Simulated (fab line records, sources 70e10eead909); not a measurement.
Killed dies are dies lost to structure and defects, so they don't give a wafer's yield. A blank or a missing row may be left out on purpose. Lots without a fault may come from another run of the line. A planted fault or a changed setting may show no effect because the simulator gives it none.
Chamber matching | flow nand_harc | NHARC_A_DECK1_JOINT_CMP_13 on cmp-02: 4 sister chambers
The step polishes, target thk 51.023 nm. 4 wafers are shown with their chamber, then 9 later ones without.

WAFERS WITH THEIR CHAMBER
wafer  | chamber | motor_current_A (A)
L083.2 | 3       | 12.1
L083.6 | 0       | 11.3
L084.4 | 1       | 12.9
L084.5 | 2       | 11.1

WAFERS WITHOUT THEIR CHAMBER
wafer  | motor_current_A (A)
L088.1 | 12.4
L088.3 | 12.5
L088.4 | 11.4
L094.1 | 12.2
L094.2 | 12.2
L094.5 | 10.8
L095.1 | 11.8
L095.4 | 11.5
L095.5 | 11.2

WHICH CHAMBER EACH WENT THROUGH
wafer  | from the rows above          | in truth
L088.1 | can't be placed: 3 or 1      | 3
L088.3 | can't be placed: 1 or 3      | 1
L088.4 | can't be placed: 0 or 2      | 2
L094.1 | 3                            | 3
L094.2 | 3                            | 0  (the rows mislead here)
L094.5 | can't be placed: 2 or 0      | 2
L095.1 | can't be placed: 3 or 0 or 2 | 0
L095.4 | can't be placed: 0 or 2 or 3 | 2
L095.5 | can't be placed: 2 or 0      | 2
Placed correctly: 1 of 9. Can't be placed from these rows: 7 (the true chamber is among the candidates in 7). Placed wrongly: 1.
How it was worked out, from the rows above alone: a wafer's distance from a chamber is the root of the sum, over the readings, of the square of ((its reading less the chamber's mean) divided by the reading's scatter). The wafer belongs to the nearest chamber; if the next one is less than 2 further off, it can't be placed. A chamber's mean is the mean of its shown wafers. The scatter: with one shown wafer a chamber, the root of the mean of the squares of how far each hidden wafer lies from its nearest shown one.
